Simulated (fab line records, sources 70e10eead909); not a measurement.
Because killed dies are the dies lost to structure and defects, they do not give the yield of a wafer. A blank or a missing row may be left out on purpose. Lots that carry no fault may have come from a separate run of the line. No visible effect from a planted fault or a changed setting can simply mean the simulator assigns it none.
Matching of chambers / flow nand-harc / 4 sister chambers for NHARC_A_WL_FILL_ALD_02 on ald-metal-02
The step deposits TiN, target thk 2 nm, pulse time 3 s, ald cycles 100. 18 wafers are shown with their chamber, then 9 later ones without.

== WAFERS PAIRED WITH THEIR CHAMBERS ==
wafer=L076.4; chamber=3; heater-power-w (W)=1093; precursor-pulse-height-rel=1.000
wafer=L076.5; chamber=0; heater-power-w (W)=1052; precursor-pulse-height-rel=0.999
wafer=L076.6; chamber=1; heater-power-w (W)=1110; precursor-pulse-height-rel=0.985
wafer=L078.1; chamber=3; heater-power-w (W)=1096; precursor-pulse-height-rel=0.973
wafer=L078.3; chamber=1; heater-power-w (W)=1134; precursor-pulse-height-rel=1.036
wafer=L078.6; chamber=1; heater-power-w (W)=1110; precursor-pulse-height-rel=1.039
wafer=L083.1; chamber=1; heater-power-w (W)=1136; precursor-pulse-height-rel=1.014
wafer=L083.4; chamber=0; heater-power-w (W)=1060; precursor-pulse-height-rel=1.015
wafer=L083.5; chamber=1; heater-power-w (W)=1133; precursor-pulse-height-rel=0.991
wafer=L085.1; chamber=0; heater-power-w (W)=1074; precursor-pulse-height-rel=0.962
wafer=L085.4; chamber=2; heater-power-w (W)=969; precursor-pulse-height-rel=0.953
wafer=L085.6; chamber=3; heater-power-w (W)=1075; precursor-pulse-height-rel=1.007
wafer=L086.2; chamber=3; heater-power-w (W)=1099; precursor-pulse-height-rel=1.019
wafer=L086.4; chamber=1; heater-power-w (W)=1112; precursor-pulse-height-rel=1.017
wafer=L086.6; chamber=2; heater-power-w (W)=986; precursor-pulse-height-rel=0.988
wafer=L089.1; chamber=3; heater-power-w (W)=1123; precursor-pulse-height-rel=0.993
wafer=L089.2; chamber=1; heater-power-w (W)=1060; precursor-pulse-height-rel=1.031
wafer=L089.4; chamber=2; heater-power-w (W)=1009; precursor-pulse-height-rel=1.008

SIGNATURES (means of the wafers above)
reading=heater-power-w; chamber 0=1062.00; chamber 1=1113.57; chamber 2=988.00; chamber 3=1097.20; scatter within a chamber=21.4
reading=precursor-pulse-height-rel; chamber 0=0.99200; chamber 1=1.01614; chamber 2=0.98300; chamber 3=0.99840; scatter within a chamber=0.0223
Rule: a wafer's distance from a chamber is the root of the sum, over the readings, of the square of ((its reading less the chamber's mean) divided by the reading's scatter). The wafer belongs to the nearest chamber; if the next one is less than 2 further off, it can't be placed. How the scatter is found: for the shown wafers, subtract from each reading the mean of its chamber, square and add these, divide the total by (wafers less chambers), then take the root.

== WAFERS MISSING THEIR CHAMBER ==
wafer=L093.1; heater-power-w (W)=992; precursor-pulse-height-rel=1.008
wafer=L093.4; heater-power-w (W)=1053; precursor-pulse-height-rel=0.979
wafer=L093.6; heater-power-w (W)=1064; precursor-pulse-height-rel=1.010
wafer=L091.4; heater-power-w (W)=1055; precursor-pulse-height-rel=1.003
wafer=L091.5; heater-power-w (W)=975; precursor-pulse-height-rel=0.979
wafer=L091.6; heater-power-w (W)=1062; precursor-pulse-height-rel=1.000
wafer=L094.2; heater-power-w (W)=1077; precursor-pulse-height-rel=1.003
wafer=L094.3; heater-power-w (W)=999; precursor-pulse-height-rel=0.979
wafer=L094.5; heater-power-w (W)=1129; precursor-pulse-height-rel=0.998

== WHICH CHAMBER EACH ONE RAN IN ==
wafer=L093.1; from the rows above=2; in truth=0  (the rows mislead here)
wafer=L093.4; from the rows above=can't be placed: 0 or 3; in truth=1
wafer=L093.6; from the rows above=can't be placed: 0 or 3 or 1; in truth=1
wafer=L091.4; from the rows above=can't be placed: 0 or 3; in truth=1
wafer=L091.5; from the rows above=2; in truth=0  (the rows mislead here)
wafer=L091.6; from the rows above=can't be placed: 0 or 3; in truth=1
wafer=L094.2; from the rows above=can't be placed: 0 or 3 or 1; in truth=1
wafer=L094.3; from the rows above=2; in truth=2
wafer=L094.5; from the rows above=can't be placed: 1 or 3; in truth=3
Placed correctly: 1 of 9. Not placeable from these rows: 6 (in 3, the candidates include the true chamber). Wrongly placed: 2.
